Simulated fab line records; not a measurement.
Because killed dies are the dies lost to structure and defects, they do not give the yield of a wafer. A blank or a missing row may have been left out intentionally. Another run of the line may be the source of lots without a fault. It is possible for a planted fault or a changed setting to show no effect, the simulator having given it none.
Matching of chambers	flow n5Finfet	cmp-04 running N5_STI_FIN_REVEAL_CMP_04: 4 sister chambers
The step polishes, stops on Si3N4, t overpolish 4 s, target thk 131.83 nm. 8 wafers are shown with their chamber, then 8 later ones without.

WAFERS, EACH WITH ITS CHAMBER
wafer	chamber	motorCurrentA (A)	timeToEndpointS (s)
L080.2	1	7.8	99
L080.4	2	8.3	106
L082.4	3	8.9	89
L082.6	1	7.8	106
L086.2	0	7.3	97
L086.3	2	8.0	104
L086.4	3	8.8	92
L094.2	0	8.0	95

WAFERS WHOSE CHAMBER IS MISSING
wafer	motorCurrentA (A)	timeToEndpointS (s)
L094.3	8.9	84
L094.4	8.4	101
L096.1	7.1	92
L096.2	9.4	86
L096.5	7.5	98
L097.4	8.0	101
L097.5	9.8	91
L097.6	7.8	94

CHAMBER TAKEN BY EACH
wafer	from the rows above	in truth
L094.3	3	3
L094.4	can't be placed: 2 or 1 or 0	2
L096.1	0	0
L096.2	3	3
L096.5	can't be placed: 0 or 1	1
L097.4	can't be placed: 1 or 2 or 0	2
L097.5	3	3
L097.6	0	0
Placed correctly: 5 of 8. Can't be placed from these rows: 3 (the true chamber is among the candidates in 3). Number placed wrongly: 0.
How it was worked out, from the rows above alone: a wafer's distance from a chamber is the root of the sum, over the readings, of the square of ((its reading less the chamber's mean) divided by the reading's scatter). If the next closest chamber is less than 2 further off than the closest, the wafer can't be placed; otherwise it belongs to the closest. For every chamber, the mean is computed from those of its wafers that are shown. The scatter: the root of (the sum of the squares of (reading less its chamber's mean) over the shown wafers, divided by (wafers less chambers)).
